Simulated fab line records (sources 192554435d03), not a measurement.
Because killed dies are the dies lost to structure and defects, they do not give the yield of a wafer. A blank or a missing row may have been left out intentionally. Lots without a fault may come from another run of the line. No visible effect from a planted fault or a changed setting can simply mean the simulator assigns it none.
fab line records	flow n5-finfet
record lots=9	wafers=25	last-day=19
route steps=1938 shown BEOL_M1@787 BEOL_M4@1111 PASSIVATION@1936
lots that met no fault: taken from a fault-free run of the same line
start-h: hours from the record's first day to the start of the lot's first wafer shown	wait-h: time in hours since the lot's previous step	" the same as in the row above	L1.1+2: a single row standing in for several wafers	- no value, or no start was given	* or withheld: withheld	< > ~ a bound
route shown NAME@n: NAME is a module with steps in the file, n the number in the route of the first one	usual: average and standard deviation across the fault-free wafers	same: alike in all rows	chamber/n: place in a boat	sites: each site's reading	_std_site: how widely they spread, as a standard deviation	_edge_site: inner sites' mean taken away from outer sites' mean	radius-mm: for every site, how far away it sits from the centre of the wafer	mask NAME#n: copy n	behind: the most recent tool/chamber to have shaped the wafer	hold: the reason the lot was held/the length of the hold in hours/how it ended	device: names the non-switching transistor (n, p or np)	end of line: tests run on the same wafers once the route is complete	a step with no rows: only its recipe	killed: dies that structure and defects cost at the first sort, which is not the same as the wafer's yield	map: shows each die of a wafer: x if killed, . if not, _ if none is there
set.NAME: setting as actually run; set.NAME@STEP: the setting as run at that earlier step	model.NAME: the simulator's own value behind a step, which no gauge read
steps of the route over a sample of lots; a table a step, a row a wafer
services: a tool's chamber out of use, with start hour (start-h, from the record's first day; less than 0 if before it), hours out, and reason
## steps
# step N5_BEOL_M1_OVL_MEAS_29
# recipe points-per-wafer=522
# usual V0_OVL=0.7/0.65
lot.wafer	tool	chamber	start-h	wait-h	V0_OVL[nm]
L932.5	overlay-01	0	119.48	0.0	0.5
L932.6	"	0	"	"	1.0
L934.3	overlay-01	0	131.52	0.0	0.5
L934.4	"	0	"	"	0.5
L934.6	"	0	"	"	0.3
L935.2	overlay-02	0	139.74	0.0	1.0
L935.4	"	0	"	"	0.7
L936.2	overlay-02	0	151.36	0.0	1.1
L936.3	"	0	"	"	0.5
L936.6	"	0	"	"	0.7
L939.1	overlay-02	0	169.47	0.0	1.1
L939.4	"	0	"	"	1.3
L939.5	"	0	"	"	2.0
L944.1	overlay-02	0	195.89	0.0	2.2
L944.2	"	0	"	"	0.5
L944.3	"	0	"	"	1.2
L949.4	overlay-02	0	225.91	0.0	-0.1
L949.5	"	0	"	"	0.6
L949.6	"	0	"	"	0.9
L950.1	overlay-01	0	238.42	0.0	0.2
L950.3	"	0	"	"	-0.6
L950.6	"	0	"	"	-0.4
L953.1	overlay-02	0	251.41	0.0	1.7
L953.2	"	0	"	"	0.6
L953.4	"	0	"	"	-0.1
# step N5_BEOL_M1_ETCH_69
# recipe chemistry=CF4	target=SiARC	target-depth-a=156	mask-material=CAR-EUV	time-s=26	ion-energy-ev=80	pressure-mtorr=40	source-w=545	bias-w=36	Ar_flow_sccm=100	cf4-flow-sccm=100	ends=cleared
# usual drypump-motor-current-A=5.5/0.38	etch-rf-on-time-s=25.7/1	oes-product-au=0.67/0.071	rf-vpp-V=184.0/1.2	showerhead-plenum-p-Torr=2.14/0.057	throttle-valve-pct=15.65/0.29
lot.wafer	tool	chamber	start-h	wait-h	drypump-motor-current-A	etch-rf-on-time-s	oes-product-au	rf-hours-counter-h	rf-vpp-V	showerhead-plenum-p-Torr	throttle-valve-pct
L932.5	rie-diel-01	2	119.63	0.0	5.1	24.0	0.78	-	185.1	2.19	15.58
L932.6	"	1	"	"	5.7	28.0	0.65	-	184.8	2.23	15.53
L934.3	rie-diel-06	1	131.66	0.0	5.8	25.8	0.60	222	182.9	2.11	15.59
L934.4	"	2	"	"	5.3	26.3	0.74	39	184.7	2.18	15.23
L934.6	"	1	"	"	5.8	25.4	0.60	-	182.1	2.11	15.57
L935.2	rie-diel-04	1	139.87	0.0	5.6	25.2	0.61	231	184.4	2.19	15.99
L935.4	"	1	"	"	5.6	25.3	0.60	-	183.7	2.19	15.99
L936.2	rie-diel-01	1	151.60	0.0	5.8	27.7	0.65	142	185.5	2.23	15.58
L936.3	"	2	"	"	5.1	24.1	0.76	59	185.0	2.19	15.62
L936.6	"	3	"	"	5.3	25.2	0.74	-	184.9	2.17	15.58
L939.1	rie-diel-01	0	169.62	0.0	6.3	25.8	0.84	2	184.7	2.10	15.12
L939.4	"	2	"	"	5.1	24.0	0.75	65	184.7	2.18	15.64
L939.5	"	2	"	"	5.1	24.2	0.75	-	185.4	2.18	15.61
L944.1	rie-diel-06	0	196.03	0.0	5.5	26.3	0.62	182	183.8	2.06	16.07
L944.2	"	2	"	"	5.4	26.0	0.71	56	185.7	2.18	15.30
L944.3	"	1	"	"	5.7	25.8	0.59	238	183.5	2.11	15.60
L949.4	rie-diel-01	2	226.03	0.0	5.1	24.1	0.74	84	184.1	2.18	15.65
L949.5	"	0	"	"	6.3	25.9	0.79	-	183.4	2.10	15.15
L949.6	"	1	"	"	5.7	27.5	0.63	-	185.5	2.22	15.60
L950.1	rie-diel-06	0	238.58	0.0	5.5	25.8	0.61	197	181.7	2.06	16.12
L950.3	"	2	"	"	5.3	26.1	0.70	70	184.0	2.17	15.31
L950.6	"	3	"	"	4.9	26.3	0.62	-	183.9	2.11	15.69
L953.1	rie-diel-01	3	251.55	0.0	5.3	25.2	0.70	112	185.3	2.16	15.64
L953.2	"	1	"	"	5.8	27.4	0.62	175	186.8	2.22	15.63
L953.4	"	0	"	"	6.4	25.9	0.76	28	183.4	2.10	15.17
# step N5_BEOL_M1_VIA_ETCH_34
# recipe chemistry=C4F6/O2	target-depth-a=678	mask-material=SOC	pressure-mtorr=15	ion-energy-ev=250	taper-deg=4	time-s=64.4	source-w=350	bias-w=170	Ar_flow_sccm=300	C4F6_flow_sccm=10	O2_flow_sccm=10
# usual drypump-motor-current-A=5.5/0.37	oes_f_703_au=0.79/0.08	oes-product-au=0.79/0.085	rf-vpp-V=666/15	run-length-s=87.8/0.36	showerhead-plenum-p-Torr=2.85/0.088	throttle-valve-pct=30.9/0.37
lot.wafer	tool	chamber	start-h	wait-h	drypump-motor-current-A	oes_f_703_au	oes-product-au	rf-hours-counter-h	rf-vpp-V	run-length-s	showerhead-plenum-p-Torr	throttle-valve-pct
L932.5	rie-diel-04	1	124.95	0.0	5.6	0.73	0.70	-	670	87.9	2.92	31.1
L932.6	"	0	"	"	5.3	0.70	0.70	-	672	88.0	2.94	31.3
L934.3	rie-diel-04	0	137.76	0.0	5.3	0.70	0.70	215	672	87.9	2.94	31.3
L934.4	"	0	"	"	5.3	0.70	0.70	-	674	88.4	2.94	31.3
L934.6	"	1	"	"	5.6	0.72	0.70	-	669	73.5	2.92	31.1
L935.2	rie-diel-04	2	142.14	0.0	5.6	0.81	0.78	131	674	72.9	2.71	30.4
L935.4	"	2	"	"	5.6	0.81	0.77	-	673	87.4	2.71	30.4
L936.2	rie-diel-04	0	160.63	0.0	5.3	0.70	0.70	222	672	74.2	2.93	31.3
L936.3	"	1	"	"	5.6	0.72	0.70	237	668	87.6	2.92	31.1
L936.6	"	2	"	"	5.6	0.80	0.79	-	673	73.0	2.71	30.4
L939.1	rie-diel-06	3	183.92	0.0	4.9	0.76	0.73	182	642	87.9	2.80	30.6
L939.4	"	2	"	"	5.4	0.84	0.84	53	673	87.9	2.90	30.4
L939.5	"	0	"	"	5.5	0.75	0.73	-	641	87.2	2.71	31.3
L944.1	rie-diel-06	3	217.98	0.0	4.9	0.75	0.72	192	641	87.8	2.79	30.6
L944.2	"	1	"	"	5.7	0.69	0.69	245	670	87.5	2.78	30.4
L944.3	"	0	"	"	5.5	0.74	0.73	190	638	87.6	2.71	31.3
L949.4	rie-diel-04	2	233.89	0.0	5.6	0.79	0.75	160	674	87.1	2.70	30.4
L949.5	"	1	"	"	5.6	1.01	1.01	-	669	87.5	2.91	30.8
L949.6	"	2	"	"	5.6	0.78	0.75	-	674	87.1	2.70	30.5
L950.1	rie-diel-06	0	244.41	0.0	5.5	0.73	0.71	199	638	87.6	2.70	31.3
L950.3	"	2	"	"	5.3	0.82	0.83	73	672	87.7	2.89	30.4
L950.6	"	0	"	"	5.5	0.74	0.72	-	639	87.2	2.70	31.3
L953.1	rie-diel-01	2	254.84	0.0	5.1	0.85	0.83	92	647	87.6	2.88	31.1
L953.2	"	0	"	"	6.4	0.89	0.89	30	663	87.5	2.77	30.2
L953.4	"	1	"	"	5.8	0.71	0.73	176	677	87.9	2.96	31.2
# step N5_BEOL_M1_ETCH_41
# recipe chemistry=CH3F/O2	target=SiCN	target-depth-a=319	taper-deg=2	time-s=57.8	ion-energy-ev=120	mask-material=TiN	pressure-mtorr=30	source-w=395	bias-w=75	Ar_flow_sccm=150	CH3F_flow_sccm=30	O2_flow_sccm=20
# usual drypump-motor-current-A=5.5/0.37	oes-product-au=0.79/0.084	rf-vpp-V=297.3/1.4	run-length-s=81.2/0.35	showerhead-plenum-p-Torr=2.01/0.064	throttle-valve-pct=16.4/0.31
lot.wafer	tool	chamber	start-h	wait-h	drypump-motor-current-A	oes-product-au	rf-hours-counter-h	rf-vpp-V	run-length-s	showerhead-plenum-p-Torr	throttle-valve-pct
L932.5	rie-diel-04	1	-	-	5.6	0.71	-	296.9	81.3	2.06	16.7
L932.6	"	0	"	"	5.3	0.71	-	298.0	81.3	2.07	16.8
L934.3	rie-diel-04	0	-	-	5.3	0.70	215	297.7	81.6	2.07	16.8
L934.4	"	0	"	"	5.3	0.71	-	298.5	81.7	2.07	16.8
L934.6	"	1	"	"	5.6	0.70	-	298.3	80.9	2.06	16.8
L935.2	rie-diel-04	2	-	-	5.6	0.79	131	295.9	81.1	1.91	16.1
L935.4	"	2	"	"	5.6	0.79	-	296.1	80.9	1.91	16.1
L936.2	rie-diel-04	0	-	-	5.3	0.70	222	299.9	81.1	2.07	16.9
L936.3	"	1	"	"	5.6	0.70	237	298.9	81.7	2.06	16.8
L936.6	"	2	"	"	5.6	0.79	-	296.2	80.6	1.90	16.1
L939.1	rie-diel-06	3	-	-	4.9	0.73	182	296.2	81.2	1.97	16.4
L939.4	"	2	"	"	5.3	0.85	53	298.5	81.3	2.04	16.0
L939.5	"	0	"	"	5.5	0.73	-	296.2	80.8	1.91	16.7
L944.1	rie-diel-06	3	-	-	4.9	0.71	192	295.4	81.4	1.97	16.4
L944.2	"	1	"	"	5.7	0.69	245	296.2	81.0	1.96	16.3
L944.3	"	0	"	"	5.5	0.72	190	296.0	80.6	1.90	16.7
L949.4	rie-diel-04	2	-	-	5.6	0.75	160	295.3	80.4	1.90	16.2
L949.5	"	1	"	"	5.6	1.00	-	296.5	81.4	2.05	16.3
L949.6	"	2	"	"	5.6	0.75	-	295.0	80.5	1.90	16.2
L950.1	rie-diel-06	0	-	-	5.5	0.72	199	294.6	80.6	1.90	16.7
L950.3	"	2	"	"	5.4	0.83	73	297.9	81.5	2.03	16.1
L950.6	"	0	"	"	5.5	0.72	-	294.2	80.5	1.90	16.7
L953.1	rie-diel-01	2	-	-	5.1	0.83	92	296.6	81.1	2.03	16.4
L953.2	"	0	"	"	6.4	0.90	30	297.5	81.6	1.94	15.8
L953.4	"	1	"	"	5.7	0.73	176	299.5	81.5	2.09	16.5
# step N5_BEOL_M4_RC_MEAS_101
# usual DIBL_N=36.1/2.5	DIBL_P=36/3.3	IOFF_N=0.16/0.046	IOFF_P=0.20/0.051	ION_N=676/16	ION_P=462/11	SS_N=71.6/0.87	SS_P=73.2/0.86	VT_N=251/4.4	VT_P=-252/4.6
lot.wafer	tool	chamber	start-h	wait-h	DIBL_N[mV/V]	DIBL_P[mV/V]	IOFF_N[nA/um]	IOFF_P[nA/um]	ION_N[uA/um]	ION_P[uA/um]	SS_N[mV/dec]	SS_P[mV/dec]	VT_N[mV]	VT_P[mV]
L932.5	prober-02	0	201.20	0.6	36.6	37	0.17	0.21	683	459	71.8	73.2	249	-250
L932.6	"	0	"	"	37.9	39	0.20	0.26	692	472	72.5	74.2	248	-248
L935.2	prober-02	0	203.03	0.2	41.0	42	0.25	0.30	694	463	72.8	75.3	243	-249
L935.4	"	0	"	"	39.1	40	0.22	0.24	700	472	72.1	74.1	243	-248
L934.3	prober-02	0	208.42	0.3	37.8	36	0.17	0.22	690	469	71.1	73.6	249	-248
L934.4	"	0	"	"	31.4	29	0.09	0.13	667	461	70.0	71.8	255	-257
L934.6	"	0	"	"	38.4	35	0.17	0.19	676	463	71.7	72.9	253	-249
L936.2	prober-01	0	231.99	0.2	41.4	40	0.26	0.23	679	461	74.1	74.1	248	-252
L936.3	"	0	"	"	34.6	34	0.13	0.16	680	467	71.1	72.8	254	-253
L936.6	"	0	"	"	33.7	32	0.11	0.14	660	451	70.6	72.3	255	-256
L939.1	prober-01	0	235.91	0.0	33.5	33	0.12	0.16	688	473	70.3	72.1	253	-253
L939.4	"	0	"	"	36.6	37	0.17	0.22	677	462	72.3	73.1	247	-251
L939.5	"	0	"	"	35.9	36	0.15	0.19	699	472	71.2	72.9	251	-251
L944.1	prober-01	0	270.83	0.1	35.4	35	0.18	0.18	668	453	72.7	72.9	246	-251
L944.2	"	0	"	"	34.7	36	0.17	0.21	690	474	71.2	73.4	245	-249
L944.3	"	0	"	"	36.0	37	0.18	0.22	692	468	71.7	73.0	246	-250
L949.4	prober-01	0	307.45	0.5	35.8	34	0.13	0.16	680	465	71.4	72.1	253	-253
L949.5	"	0	"	"	36.5	36	0.13	0.18	673	463	71.2	73.1	254	-251
L949.6	"	0	"	"	39.0	38	0.18	0.20	680	457	72.0	73.3	252	-252
L950.1	prober-02	0	308.63	0.0	33.8	32	0.11	0.16	661	460	70.5	72.4	252	-251
L950.3	"	0	"	"	32.8	30	0.10	0.13	663	457	70.5	72.3	254	-259
L950.6	"	0	"	"	33.2	29	0.10	0.12	655	446	71.1	71.8	255	-258
L953.1	prober-02	0	335.08	0.0	38.2	38	0.19	0.24	660	462	72.5	73.5	248	-243
L953.2	"	0	"	"	38.2	39	0.19	0.26	679	471	72.5	74.0	249	-247
L953.4	"	0	"	"	37.5	38	0.18	0.24	692	474	71.3	73.4	246	-245
# step N5_PASSIVATION_PROBE_49
# usual defect-limited-yield=91.0/1.4	killed_at_M0_to_M3=34/10	killed_at_M4_up=15/5.5	killed-at-contacts=12/6.1	killed-at-front-end=41/12	killed-at-other=4/3.4	killed-dies=106/17	killed-open=70/13	killed-short=34/7.4	sort_bin_4_leakage=0.01/0.065	sort_bin_5_function=5.3/1	sort_bin_6_memory=3.4/0.69	sort-n-pass=1073/17	sort-yield-pct=91.0/1.4
# same gross-dies=1180	killed-at-back-side=0	sort_bin_8_speed[%]=0
lot.wafer	tool	chamber	start-h	wait-h	defect-limited-yield[%]	killed_at_M0_to_M3	killed_at_M4_up	killed-at-contacts	killed-at-front-end	killed-at-other	killed-dies	killed-open	killed-short	sort_bin_4_leakage[%]	sort_bin_5_function[%]	sort_bin_6_memory[%]	sort-n-pass	sort-yield-pct[%]
L935.4	prober-02	-	305.12	0.2	92.5	41	8	5	28	6	88	58	29	0	4.2	2.8	1092	92.5
L932.5	prober-02	-	314.09	0.2	93.6	21	21	5	28	0	75	50	20	0	3.9	1.9	1105	93.6
L932.6	prober-02	-	314.14	0.3	93.8	15	8	13	36	1	73	39	30	0	3.7	2.0	1107	93.8
L936.2	prober-01	-	333.96	0.1	88.2	33	24	9	69	4	139	95	43	0	6.7	4.7	1041	88.2
L936.3	prober-01	-	334.01	0.1	91.4	25	20	10	45	2	102	66	36	0	4.9	3.6	1078	91.4
L936.6	prober-01	-	334.16	0.3	91.0	26	16	16	42	6	106	66	40	0	4.8	3.6	1074	91.0
L944.1	prober-01	-	390.56	0.0	92.1	25	13	14	39	2	93	52	39	0	4.7	2.8	1087	92.1
L944.2	prober-01	-	390.61	0.1	90.5	29	25	18	34	6	112	69	42	0	6.6	2.5	1068	90.5
L944.3	prober-01	-	390.66	0.1	91.5	35	12	14	39	0	100	65	33	0	4.8	3.3	1080	91.5
L949.4	prober-01	-	419.73	0.2	92.8	23	10	9	36	7	85	57	26	0	5.1	1.9	1095	92.8
L949.5	prober-01	-	419.78	0.2	88.9	31	13	16	57	14	131	82	48	0	6.8	3.8	1049	88.9
L949.6	prober-01	-	419.83	0.3	90.8	42	10	10	43	3	108	66	42	0	6.0	2.6	1072	90.8
L953.1	prober-01	-	448.16	0.0	93.2	24	11	11	24	10	80	57	23	0	3.6	3.0	1100	93.2
L953.2	prober-01	-	448.21	0.1	93.8	21	7	9	31	5	73	48	22	0	3.6	2.4	1107	93.8
L953.4	prober-01	-	448.31	0.2	91.7	29	12	13	41	3	98	67	29	0	5.3	3.0	1082	91.7
# killed by level:class
L935.4 BEOL_M0_SAQP:geometric-particle:open=10 BEOL_M0_SAQP:geometric-particle:short=7 STI_FIN_REVEAL:geometric-particle:open=6 BEOL_M2:geometric-particle:open=6 BEOL_M3:geometric-particle:open=6 FIN_SAQP:geometric-particle:open=4 GATE_CUT:geometric-particle:open=4 MOL_CONTACT_COAG:geometric-particle:open=4
L932.5 BEOL_M4:geometric-particle:open=9 BEOL_M5:geometric-particle:open=9 FIN_SAQP:geometric-particle:short=7 FIN_SAQP:geometric-particle:open=6 HKMG_FIN:area-etch=5 MOL_CONTACT_COAG:geometric-particle:open=4 BEOL_M0_SAQP:geometric-particle:open=4 BEOL_M2:geometric-particle:short=4
L932.6 FIN_SAQP:geometric-particle:short=11 MOL_CONTACT_COAG:geometric-particle:open=10 FIN_SAQP:geometric-particle:open=6 BEOL_M3:geometric-particle:open=4 STI_FIN_REVEAL:geometric-particle:short=3 STI_FIN_REVEAL:geometric-particle:open=3 GATE_CUT:geometric-particle:short=3 MOL_CONTACT_COAG:geometric-particle:short=3
L936.2 STI_FIN_REVEAL:geometric-particle:open=17 FIN_SAQP:geometric-particle:open=14 BEOL_M4:geometric-particle:open=14 FIN_SAQP:geometric-particle:short=13 BEOL_M3:geometric-particle:open=9 MOL_CONTACT_COAG:geometric-particle:open=8 BEOL_M0_SAQP:geometric-particle:open=6 BEOL_M1:geometric-particle:open=6
L936.3 STI_FIN_REVEAL:geometric-particle:open=17 BEOL_M4:geometric-particle:open=11 BEOL_M3:geometric-particle:open=7 MOL_CONTACT_COAG:geometric-particle:short=6 FIN_SAQP:geometric-particle:open=5 ILD0:geometric-particle:short=5 BEOL_M0_SAQP:geometric-particle:short=5 MOL_CONTACT_COAG:geometric-particle:open=4
L936.6 MOL_CONTACT_COAG:geometric-particle:open=15 BEOL_M4:geometric-particle:open=10 BEOL_M3:geometric-particle:open=9 FIN_SAQP:geometric-particle:open=7 FIN_SAQP:geometric-particle:short=6 BEOL_M0_SAQP:geometric-particle:short=6 STI_FIN_REVEAL:geometric-particle:open=5 GATE_CUT:geometric-particle:short=5
L944.1 FIN_SAQP:geometric-particle:short=13 MOL_CONTACT_COAG:geometric-particle:open=11 BEOL_M0_SAQP:geometric-particle:short=7 BEOL_M3:geometric-particle:open=7 BEOL_M4:geometric-particle:open=7 FIN_SAQP:geometric-particle:open=5 STI_FIN_REVEAL:geometric-particle:open=5 BEOL_M0_SAQP:geometric-particle:open=5
L944.2 MOL_CONTACT_COAG:geometric-particle:open=12 BEOL_M4:geometric-particle:open=11 BEOL_M3:geometric-particle:open=10 FIN_SAQP:geometric-particle:open=7 FIN_SAQP:geometric-particle:short=6 MOL_CONTACT_COAG:geometric-particle:short=6 GATE_CUT:geometric-particle:short=5 BEOL_M2:geometric-particle:open=5
L944.3 FIN_SAQP:geometric-particle:open=14 MOL_CONTACT_COAG:geometric-particle:open=10 BEOL_M2:geometric-particle:short=9 FIN_SAQP:geometric-particle:short=8 BEOL_M1:geometric-particle:open=8 BEOL_M0_SAQP:geometric-particle:open=5 DUMMY_GATE:geometric-particle:open=4 MOL_CONTACT_COAG:geometric-particle:short=4
L949.4 STI_FIN_REVEAL:geometric-particle:open=10 MOL_CONTACT_COAG:geometric-particle:open=8 GATE_CUT:geometric-particle:short=7 BEOL_M0_SAQP:geometric-particle:open=5 DUMMY_GATE:geometric-particle:open=4 BEOL_M0_SAQP:geometric-particle:short=4 BEOL_M3:geometric-particle:open=4 BEOL_M4:geometric-particle:open=4
L949.5 MOL_CONTACT_COAG:geometric-particle:open=15 STI_FIN_REVEAL:geometric-particle:open=11 STI_FIN_REVEAL:geometric-particle:short=10 GATE_CUT:geometric-particle:short=9 BEOL_M1:geometric-particle:open=9 BEOL_M2:geometric-particle:open=6 FIN_SAQP:geometric-particle:short=5 FIN_SAQP:geometric-particle:open=5
L949.6 BEOL_M0_SAQP:geometric-particle:short=13 FIN_SAQP:geometric-particle:short=10 BEOL_M2:geometric-particle:open=10 MOL_CONTACT_COAG:geometric-particle:open=10 BEOL_M0_SAQP:geometric-particle:open=7 FIN_SAQP:geometric-particle:open=6 STI_FIN_REVEAL:geometric-particle:open=5 DUMMY_GATE:geometric-particle:open=5
L953.1 FIN_SAQP:geometric-particle:short=9 FIN_SAQP:geometric-particle:open=9 MOL_CONTACT_COAG:geometric-particle:open=7 BEOL_M3:geometric-particle:open=7 MOL_CONTACT_COAG:geometric-particle:short=4 BEOL_M1:geometric-particle:open=4 STI_FIN_REVEAL:geometric-particle:open=3 BEOL_M0_SAQP:geometric-particle:open=3
L953.2 FIN_SAQP:geometric-particle:open=9 MOL_CONTACT_COAG:geometric-particle:open=8 FIN_SAQP:geometric-particle:short=7 BEOL_M1:geometric-particle:open=5 BEOL_M3:geometric-particle:open=5 STI_FIN_REVEAL:geometric-particle:open=4 PAD_METAL:geometric-particle:open=4 BEOL_M0:geometric-particle:open=3
L953.4 FIN_SAQP:geometric-particle:open=21 MOL_CONTACT_COAG:geometric-particle:open=11 FIN_SAQP:geometric-particle:short=10 BEOL_M2:geometric-particle:open=6 BEOL_M0_SAQP:geometric-particle:open=5 BEOL_M3:geometric-particle:open=4 BEOL_M4:geometric-particle:open=4 STI_FIN_REVEAL:geometric-particle:open=3
## services
tool	chamber	start-h	hours	kind
rie-diel-01	3	104.50	11.1	repair
rie-diel-04	1	105.80	7.0	repair
rie-diel-06	-	111.06	0.4	repair
rie-diel-04	3	133.98	-	clean
rie-diel-04	3	133.98	-	consumable-replace:focus-ring
rie-diel-04	3	133.98	22.4	scheduled-down
rie-diel-04	3	133.98	22.4	vent-cycle
rie-diel-01	0	136.49	4.9	repair
rie-diel-01	0	141.71	-	clean
rie-diel-01	0	141.71	-	consumable-replace:focus-ring
rie-diel-01	0	141.71	21.7	scheduled-down
rie-diel-06	0	168.69	3.0	repair
rie-diel-04	1	202.99	-	clean
rie-diel-04	1	202.99	-	consumable-replace:focus-ring
rie-diel-04	1	202.99	23.3	scheduled-down
rie-diel-04	1	202.99	23.3	vent-cycle
rie-diel-01	2	227.08	5.1	repair
rie-diel-06	1	234.66	-	clean
rie-diel-06	1	234.66	-	consumable-replace:focus-ring
rie-diel-06	1	234.66	20.9	scheduled-down
rie-diel-06	1	234.66	20.9	vent-cycle
rie-diel-01	3	236.89	6.2	repair
rie-diel-04	0	247.43	-	clean
rie-diel-04	0	247.43	-	consumable-replace:focus-ring
## key
first-sign step=N5_BEOL_M1_VIA_ETCH_34	reading=run-length-s	direction=down	sigmas=39	usual=*	struck=*
effect none on later readings
met-at N5_BEOL_M1_VIA_ETCH_34
struck-lots L934,L935,L936
struck-wafers L934.6,L935.2,L936.2,L936.6
not-acting-at N5_BEOL_M1_OVL_MEAS_29,N5_BEOL_M1_ETCH_69,N5_BEOL_M1_ETCH_41
onset-between 124.95 137.76
fault kind=process-parameter-drift	tool=rie-diel-04	chamber=-	onset-h=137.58	steps=N5_BEOL_M1_VIA_ETCH_34	channel=time-s	offset=*	shape=step	end-h=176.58	scope=struck-wafers-only	acts-in=*	stated=*
